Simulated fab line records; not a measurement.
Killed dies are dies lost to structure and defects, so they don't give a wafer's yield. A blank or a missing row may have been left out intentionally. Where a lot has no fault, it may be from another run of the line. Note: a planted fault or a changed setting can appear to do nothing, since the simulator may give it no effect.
fab line records	flow nandHarc
[record] lots = 7	wafers = 21	lastDay = 33
route steps=1302 shown P_CONTACT@225
lots with no fault: from the same line, run without faults
startH: start of the lot's first displayed wafer, in hours after the record's first day	waitH: hours since the lot's step before	" unchanged from the row above	L1.1+2: one row covering several wafers at once	- either no value or no given start	* or withheld: withheld	< > ~ a bound
route shown NAME@n: names a module that has steps shown in the file, with the first one's number in the route	usual: mean and standard deviation over wafers with no fault	same: alike in all rows	chamber/n: place in a boat	sites: readings site by site	_std_site: how widely they spread, as a standard deviation	_edge_site: outer sites' mean less inner sites'	radiusMm: how far each site lies from the wafer's centre	mask NAME#n: copy n	behind: the last tool/chamber to shape the wafer	hold: cause of the lot's hold/its duration in hours/its outcome	device: transistor that didn't switch, given as n, p or np	end of line: the tests these same wafers got at the end of their route	where a step has no rows: the recipe by itself	killed: dies that structure and defects cost at the first sort, which is not the same as the wafer's yield	map: a wafer's dies, marking killed ones x, the rest . and places with no die _
set.NAME: the setting as run; set.NAME@STEP: as run at that earlier step	model.NAME: the simulator's own value behind a step, which no gauge read
lots seen at some steps along the route; tables by step, rows by wafer
services: when a tool's chamber went out of use (startH, in hours from the record's first day, below 0 if earlier), for how many hours, and the reason
[[steps]]
[step NHARC_P_CONTACT_COAT_34]
[recipe] tempC = 225	timeS = 65
[step NHARC_P_CONTACT_COAT_06]
[recipe] spinRpm = 1500	resistThkNm = 90
[step NHARC_P_CONTACT_SOFTBAKE_07]
[recipe] tempC = 105	timeS = 55
[step NHARC_P_CONTACT_EBR_08]
[step NHARC_P_CONTACT_EXPOSE_09]
[recipe] na = 1.35	targetCdNm = 90	doseMj = 81.26	maskId = P_CA
[step NHARC_P_CONTACT_PEB_10]
[recipe] pebTempC = 100	pebTimeS = 65
[step NHARC_P_CONTACT_DEVELOP_11]
[recipe] developTimeS = 35	devTempC = 23
[step NHARC_P_CONTACT_CD_MEAS_12]
[recipe] targetCdNm = 90	landingEnergyEv = 500
[usual] cdNm = 90.2/0.58
lot.wafer	tool	chamber	startH	waitH	cdNm
L251.2	cdSem-02	0	136.77	-	90.6
L251.3	"	0	"	"	90.7
L251.5	"	0	"	"	90.7
L254.1	cdSem-01	0	174.85	-	89.9
L254.2	"	0	"	"	90.4
L254.5	"	0	"	"	90.5
L265.1	cdSem-03	0	281.94	-	89.4
L265.3	"	0	"	"	90.2
L265.4	"	0	"	"	90.2
L266.2	cdSem-03	0	286.05	-	90.7
L266.3	"	0	"	"	90.2
L266.4	"	0	"	"	90.5
L267.1	cdSem-03	0	297.28	-	90.4
L267.5	"	0	"	"	90.0
L267.6	"	0	"	"	88.9
L268.2	cdSem-01	0	307.54	-	90.6
L268.3	"	0	"	"	90.4
L268.5	"	0	"	"	91.2
L272.3	cdSem-03	0	348.64	-	89.3
L272.4	"	0	"	"	90.0
L272.6	"	0	"	"	89.2
[step NHARC_P_CONTACT_OVL_MEAS_13]
[usual] overlayXNm = -0.4/0.8	overlayYNm = 0.0/0.89
lot.wafer	tool	chamber	startH	waitH	overlayXNm	overlayYNm
L251.2	overlay-01	-	136.86	-	-0.2	0.6
L251.3	"	-	"	"	-0.1	0.2
L251.5	"	-	"	"	-0.1	-0.1
L254.1	overlay-02	-	174.94	-	0.2	-0.3
L254.2	"	-	"	"	0.2	-0.4
L254.5	"	-	"	"	0.7	0.7
L265.1	overlay-01	-	282.03	-	-1.3	1.1
L265.3	"	-	"	"	-1.6	0.2
L265.4	"	-	"	"	-1.1	0.7
L266.2	overlay-02	-	286.13	-	-0.4	0.8
L266.3	"	-	"	"	-0.4	1.0
L266.4	"	-	"	"	-0.2	0.7
L267.1	overlay-02	-	297.37	-	-1.0	-1.4
L267.5	"	-	"	"	-0.3	-1.6
L267.6	"	-	"	"	-0.8	-1.7
L268.2	overlay-02	-	307.63	-	-1.1	1.2
L268.3	"	-	"	"	-1.9	1.0
L268.5	"	-	"	"	-1.3	0.8
L272.3	overlay-02	-	348.72	-	1.3	-0.7
L272.4	"	-	"	"	1.2	-0.4
L272.6	"	-	"	"	1.3	-0.6
[step NHARC_P_CONTACT_INSPECT_14]
[usual] rawDefectCount = 3.8/2.3
lot.wafer	tool	chamber	startH	waitH	rawDefectCount
L251.2	defectInspect-02	-	136.90	0.0	7
L251.3	"	-	"	"	4
L251.5	"	-	"	"	4
L254.1	defectInspect-02	-	174.97	0.0	3
L254.2	"	-	"	"	4
L254.5	"	-	"	"	1
L265.1	defectInspect-02	-	282.06	0.0	4
L265.3	"	-	"	"	8
L265.4	"	-	"	"	5
L266.2	defectInspect-01	-	286.17	0.0	3
L266.3	"	-	"	"	8
L266.4	"	-	"	"	2
L267.1	defectInspect-02	-	297.40	0.0	4
L267.5	"	-	"	"	10
L267.6	"	-	"	"	2
L268.2	defectInspect-02	-	307.66	0.0	2
L268.3	"	-	"	"	2
L268.5	"	-	"	"	7
L272.3	defectInspect-02	-	348.76	0.0	3
L272.4	"	-	"	"	2
L272.6	"	-	"	"	4
[step NHARC_P_CONTACT_DESCUM_17]
[recipe] timeS = 3	o2FlowSccm = 200	arFlowSccm = 0	biasPowerW = 0	chemistry = O2
[usual] drypumpMotorCurrentA = 5.8/0.33	oesProductAu = 0.996/0.0085	rfVppV = 57.8/0.98	showerheadPlenumPTorr = 1.90/0.089	throttleValvePct = 11.311/0.0098
lot.wafer	tool	chamber	startH	waitH	drypumpMotorCurrentA	oesProductAu	rfHoursCounterH	rfVppV	showerheadPlenumPTorr	throttleValvePct
L251.2	rieDiel-09	1	136.96	0.1	6.0	0.989	4.9	57.3	1.97	11.304
L251.3	"	3	"	"	5.9	0.980	4.8	57.4	1.99	11.321
L251.5	"	1	"	"	6.0	0.999	-	58.8	1.97	11.308
L254.2	rieDiel-09	1	175.05	0.1	6.0	1.009	0.3	59.3	1.97	11.318
L254.1	"	2	"	"	5.3	1.006	0.9	59.1	2.03	11.308
L254.5	"	0	"	"	6.0	0.996	-	57.8	1.93	11.303
L265.4	rieDiel-09	2	282.12	0.1	5.3	0.993	3.3	57.3	2.03	11.318
L265.1	"	3	"	"	5.9	0.995	3.9	59.2	1.98	11.308
L265.3	"	1	"	"	6.0	1.004	3.5	59.5	1.96	11.301
L266.3	rieDiel-09	0	286.23	0.1	6.0	1.002	4.3	57.2	1.93	11.312
L266.4	"	2	"	"	5.3	0.992	3.7	58.8	2.03	11.309
L266.2	"	3	"	"	5.9	0.988	4.4	58.3	1.98	11.307
L267.1	rieDiel-09	0	297.47	0.1	6.0	0.992	4.7	59.4	1.93	11.309
L267.5	"	0	"	"	6.0	0.998	-	57.8	1.93	11.325
L267.6	"	1	"	"	6.0	0.999	-	58.2	1.96	11.317
L268.3	rieDiel-03	0	307.72	0.1	5.5	0.997	1.4	58.2	1.90	11.316
L268.2	"	2	"	"	5.9	0.998	1.4	56.6	1.78	11.307
L268.5	"	0	"	"	5.5	0.988	-	58.3	1.90	11.326
L272.3	rieDiel-03	1	348.82	0.1	5.3	0.998	3.1	57.3	1.79	11.318
L272.4	"	3	"	"	6.0	0.991	3.6	57.6	1.85	11.304
L272.6	"	1	"	"	5.3	0.993	-	58.2	1.79	11.315
[step NHARC_P_CONTACT_ETCH_35]
[recipe] targetDepthA = 390	overEtchFrac = 0.3	timeS = 65	ionEnergyEv = 80	cf4FlowSccm = 150	arFlowSccm = 0	rfW = 300	biasW = 100	chemistry = CF4
[usual] drypumpMotorCurrentA = 5.8/0.33	oesProductAu = 0.998/0.0092	overEtchFrac = 0.3/0	rfVppV = 151.1/1.3	showerheadPlenumPTorr = 1.76/0.079	throttleValvePct = 13.285/0.0095
lot.wafer	tool	chamber	startH	waitH	drypumpMotorCurrentA	oesProductAu	overEtchFrac	rfHoursCounterH	rfVppV	showerheadPlenumPTorr	throttleValvePct
L251.2	rieDiel-09	2	137.04	0.1	5.3	0.992	0.3	4.8	152.4	1.87	13.303
L251.3	"	3	"	"	6.0	0.981	0.3	4.9	151.5	1.83	13.275
L251.5	"	2	"	"	5.3	0.995	0.3	-	152.9	1.87	13.278
L254.2	rieDiel-09	3	175.12	0.1	5.9	0.986	0.3	0.9	152.2	1.83	13.270
L254.1	"	2	"	"	5.3	1.005	0.3	0.9	151.8	1.87	13.301
L254.5	"	0	"	"	6.0	0.997	0.3	-	152.5	1.78	13.276
L265.1	rieDiel-09	1	282.21	0.1	6.0	1.012	0.3	3.5	150.6	1.81	13.275
L265.3	"	2	"	"	5.3	0.981	0.3	3.4	152.4	1.87	13.283
L265.4	"	0	"	"	6.0	1.001	0.3	3.7	151.3	1.78	13.281
L266.4	rieDiel-09	3	286.32	0.1	5.9	1.001	0.3	4.4	151.4	1.83	13.285
L266.2	"	0	"	"	6.0	1.007	0.3	4.3	151.3	1.78	13.285
L266.3	"	1	"	"	6.0	1.002	0.3	3.9	151.5	1.81	13.280
L267.1	rieDiel-09	0	297.56	0.1	6.0	1.016	0.3	4.7	151.2	1.78	13.281
L267.5	"	3	"	"	5.9	1.003	0.3	-	152.6	1.83	13.288
L267.6	"	0	"	"	6.0	1.004	0.3	-	151.0	1.78	13.290
L268.3	rieDiel-03	2	307.81	0.1	5.9	1.003	0.3	1.4	149.1	1.65	13.290
L268.2	"	0	"	"	5.5	0.997	0.3	1.4	152.4	1.76	13.293
L268.5	"	3	"	"	6.0	1.000	0.3	-	151.3	1.71	13.272
L272.3	rieDiel-03	1	348.90	0.1	5.3	1.009	0.3	3.1	150.2	1.67	13.295
L272.4	"	2	"	"	5.9	0.991	0.3	3.2	149.0	1.65	13.285
L272.6	"	2	"	"	5.9	0.991	0.3	-	150.1	1.65	13.286
[step NHARC_P_CONTACT_ETCH_36]
[recipe] targetDepthA = 2600	overEtchFrac = 0.25	timeS = 406.25	ionEnergyEv = 200	n2FlowSccm = 150	h2FlowSccm = 150	arFlowSccm = 0	rfW = 400	biasW = 150	chemistry = N2/H2
[usual] drypumpMotorCurrentA = 5.8/0.34	oesProductAu = 0.997/0.0098	overEtchFrac = 0.25/0	rfVppV = 430.3/2.7	showerheadPlenumPTorr = 2.03/0.096	throttleValvePct = 14.171/0.0095
lot.wafer	tool	chamber	startH	waitH	drypumpMotorCurrentA	oesProductAu	overEtchFrac	rfHoursCounterH	rfVppV	showerheadPlenumPTorr	throttleValvePct
L251.3	rieDiel-09	3	137.13	-	5.9	0.979	0.25	4.9	433.8	2.12	14.175
L251.2	"	2	"	"	5.3	0.995	0.25	4.9	433.6	2.17	14.170
L251.5	"	3	"	"	5.9	0.974	0.25	-	431.9	2.12	14.181
L254.1	rieDiel-09	2	175.27	-	5.3	1.016	0.25	1.0	434.8	2.17	14.178
L254.2	"	3	"	"	5.9	1.010	0.25	0.9	431.7	2.12	14.170
L254.5	"	1	"	"	6.0	1.010	0.25	-	431.7	2.10	14.169
L265.3	rieDiel-09	3	282.30	-	5.9	0.989	0.3939	3.9	432.2	2.12	14.170
L265.4	"	0	"	"	6.0	0.998	0.3939	3.8	431.4	2.06	14.161
L265.1	"	1	"	"	6.0	1.004	0.3939	3.6	431.3	2.10	14.165
L266.3	rieDiel-09	0	286.40	-	6.0	1.006	0.3939	4.3	430.1	2.06	14.163
L266.4	"	2	"	"	5.3	1.001	0.3939	3.8	434.9	2.17	14.174
L266.2	"	3	"	"	5.9	1.001	0.3939	4.5	433.2	2.12	14.174
L267.1	rieDiel-09	1	297.64	-	6.0	1.006	0.3939	4.4	432.5	2.10	14.152
L267.5	"	1	"	"	6.0	1.018	0.3939	-	433.0	2.10	14.165
L267.6	"	2	"	"	5.3	1.005	0.3939	-	433.4	2.17	14.169
L268.2	rieDiel-03	1	307.93	-	5.3	0.990	0.25	1.3	428.4	1.91	14.155
L268.3	"	3	"	"	6.0	1.010	0.25	1.7	428.1	1.97	14.166
L268.5	"	0	"	"	5.6	0.992	0.25	-	431.0	2.02	14.150
L272.4	rieDiel-03	1	349.02	-	5.3	1.001	0.25	3.2	427.5	1.91	14.172
L272.3	"	2	"	"	5.9	0.993	0.25	3.3	426.3	1.89	14.171
L272.6	"	1	"	"	5.3	0.997	0.25	-	427.5	1.91	14.174
[step NHARC_P_CONTACT_ETCH_18]
[recipe] targetDepthA = 4810	timeS = 240.5	c4f8FlowSccm = 20	o2FlowSccm = 10	arFlowSccm = withheld	rfW = 600	biasW = 1500	chemistry = C4F8/O2/Ar
[usual] oesProductAu = 0.957/0.02	rfVppV = 977/5.9
lot.wafer	tool	chamber	startH	waitH	oesProductAu	rfHoursCounterH	rfVppV
L251.2	rieDiel-09	0	-	-	0.973	5.1	980
L251.3	"	3	"	"	0.965	5.1	982
L251.5	"	0	"	"	0.970	-	979
L254.2	rieDiel-09	1	-	-	0.984	0.6	983
L254.1	"	3	"	"	0.953	1.0	984
L254.5	"	1	"	"	0.991	-	983
L265.3	rieDiel-09	1	-	-	0.978	3.7	982
L265.1	"	2	"	"	0.935	3.5	986
L265.4	"	3	"	"	0.942	4.1	983
L266.2	rieDiel-09	1	-	-	0.974	4.1	982
L266.3	"	2	"	"	0.975	3.9	986
L266.4	"	3	"	"	0.969	4.5	983
L267.1	rieDiel-09	0	-	-	0.960	4.8	979
L267.6	"	3	"	"	0.964	-	984
L267.5	"	0	"	"	0.969	-	978
L268.3	rieDiel-03	2	-	-	0.978	1.6	967
L268.2	"	0	"	"	0.963	1.7	978
L268.5	"	2	"	"	0.994	-	970
L272.3	rieDiel-03	0	-	-	0.957	3.7	978
L272.4	"	3	"	"	0.963	3.8	973
L272.6	"	0	"	"	0.950	-	979
[[services]]
tool	chamber	startH	hours	kind
rieDiel-09	0	121.97	2.1	repair
rieDiel-09	1	122.10	-	clean
rieDiel-09	2	122.10	-	clean
rieDiel-09	3	122.10	-	clean
rieDiel-09	1	139.43	22.4	repair
rieDiel-09	-	143.10	9.0	pm
rieDiel-09	0	143.10	9.0	ventCycle
rieDiel-09	2	143.10	9.0	ventCycle
rieDiel-09	3	143.10	9.0	ventCycle
rieDiel-09	0	152.10	-	clean
rieDiel-09	2	152.10	-	clean
rieDiel-09	3	152.10	-	clean
rieDiel-09	0	176.60	-	clean
rieDiel-09	1	176.60	-	clean
rieDiel-09	2	176.60	-	clean
rieDiel-09	3	176.60	-	clean
rieDiel-09	3	180.03	9.0	repair
rieDiel-03	1	183.13	3.3	repair
rieDiel-09	0	201.10	-	clean
rieDiel-09	0	223.57	14.6	repair
rieDiel-03	1	232.40	4.1	repair
rieDiel-09	2	258.60	2.6	repair
rieDiel-03	-	281.30	9.0	pm
rieDiel-09	-	320.10	9.0	pm
[[key]]
[firstSign] step = NHARC_P_CONTACT_ETCH_36	reading = overEtchFrac	direction = up	sigmas = 99+	usual = 0.25	struck = 0.3939
effect none on later readings
metAt NHARC_P_CONTACT_ETCH_36
struckWafers L265.1,L265.3,L265.4,L266.2,L266.3,L266.4,L267.1,L267.5,L267.6
testerLeftOut L265,L266,L267
onsetBetween 175.27 282.30
[fault] kind = processParameterDrift	tool = rieDiel-09	chamber = -	onsetH = 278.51	steps = NHARC_P_CONTACT_ETCH_36	channel = overEtchFrac	offset = 0.1439	shape = step	endH = 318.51	actsIn = theseRecipesOnly	stated = 0.25
// testerLeftOut: of these lots the tester's yield and bins aren't shown, on N5 and GAA mostly nor the transistor test; their killed dies are dies lost to structure and defects alone, not to doping, threshold or leakage, so they don't give the yield
